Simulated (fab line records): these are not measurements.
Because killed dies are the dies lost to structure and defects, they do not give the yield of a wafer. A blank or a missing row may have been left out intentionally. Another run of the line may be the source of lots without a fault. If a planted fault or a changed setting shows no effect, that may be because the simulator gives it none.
Chamber matching | flow n5_finfet | N5_BEOL_M12_ETCH_68 on rie_diel-06: 4 sister chambers
The step etches SOC in N2/H2, time 285 s. 16 wafers are shown with their chamber, then 8 later ones without.

== WAFERS WITH THEIR CHAMBER ==
wafer  | chamber | drypump_motor_current_A (A) | showerhead_plenum_p_Torr (Torr) | throttle_valve_pct (%)
L077.1 | 2       | 5.7                         | 2.48                            | 17.78
L077.2 | 3       | 5.4                         | 2.50                            | 18.15
L077.3 | 1       | 6.5                         | 2.58                            | 17.86
L080.4 | 3       | 5.4                         | 2.49                            | 18.16
L080.5 | 3       | 5.4                         | 2.49                            | 18.15
L080.6 | 0       | 6.2                         | 2.47                            | 18.05
L081.2 | 1       | 6.5                         | 2.58                            | 17.86
L081.3 | 2       | 5.7                         | 2.47                            | 17.80
L081.4 | 3       | 5.4                         | 2.49                            | 18.17
L084.2 | 0       | 6.2                         | 2.47                            | 18.05
L084.3 | 2       | 5.7                         | 2.47                            | 17.82
L084.6 | 2       | 5.7                         | 2.47                            | 17.81
L088.1 | 0       | 6.3                         | 2.46                            | 18.07
L088.5 | 3       | 5.3                         | 2.49                            | 17.70
L088.6 | 2       | 5.7                         | 2.47                            | 17.84
L094.2 | 1       | 6.5                         | 2.57                            | 17.92

SIGNATURES (means of the wafers above)
reading                  | chamber 0 | chamber 1 | chamber 2 | chamber 3 | scatter within a chamber
drypump_motor_current_A  | 6.233     | 6.500     | 5.700     | 5.380     | 0.035
showerhead_plenum_p_Torr | 2.4667    | 2.5767    | 2.4720    | 2.4920    | 0.00494
throttle_valve_pct       | 18.0567   | 17.8800   | 17.8100   | 18.0660   | 0.12
Rule: a wafer's distance from a chamber is the root of the sum, over the readings, of the square of ((its reading less the chamber's mean) divided by the reading's scatter). The wafer belongs to the nearest chamber; if the next one is less than 2 further off, it can't be placed. The scatter: the root of (the sum of the squares of (reading less its chamber's mean) over the shown wafers, divided by (wafers less chambers)).

== WAFERS WITHOUT THEIR CHAMBER ==
wafer  | drypump_motor_current_A (A) | showerhead_plenum_p_Torr (Torr) | throttle_valve_pct (%)
L094.3 | 6.2                         | 2.46                            | 18.09
L094.4 | 5.7                         | 2.46                            | 17.86
L095.3 | 6.2                         | 2.46                            | 18.08
L095.5 | 5.4                         | 2.48                            | 17.72
L095.6 | 5.7                         | 2.46                            | 17.86
L096.3 | 6.5                         | 2.56                            | 17.94
L096.4 | 6.2                         | 2.46                            | 18.11
L096.5 | 6.2                         | 2.46                            | 18.09

== WHICH CHAMBER EACH ONE RAN IN ==
wafer  | from the rows above | in truth
L094.3 | 0                   | 0
L094.4 | 2                   | 2
L095.3 | 0                   | 0
L095.5 | 3                   | 3
L095.6 | 2                   | 2
L096.3 | 1                   | 1
L096.4 | 0                   | 0
L096.5 | 0                   | 0
Correctly placed: 8 of 8. Can't be placed from these rows: 0. Number placed wrongly: 0.
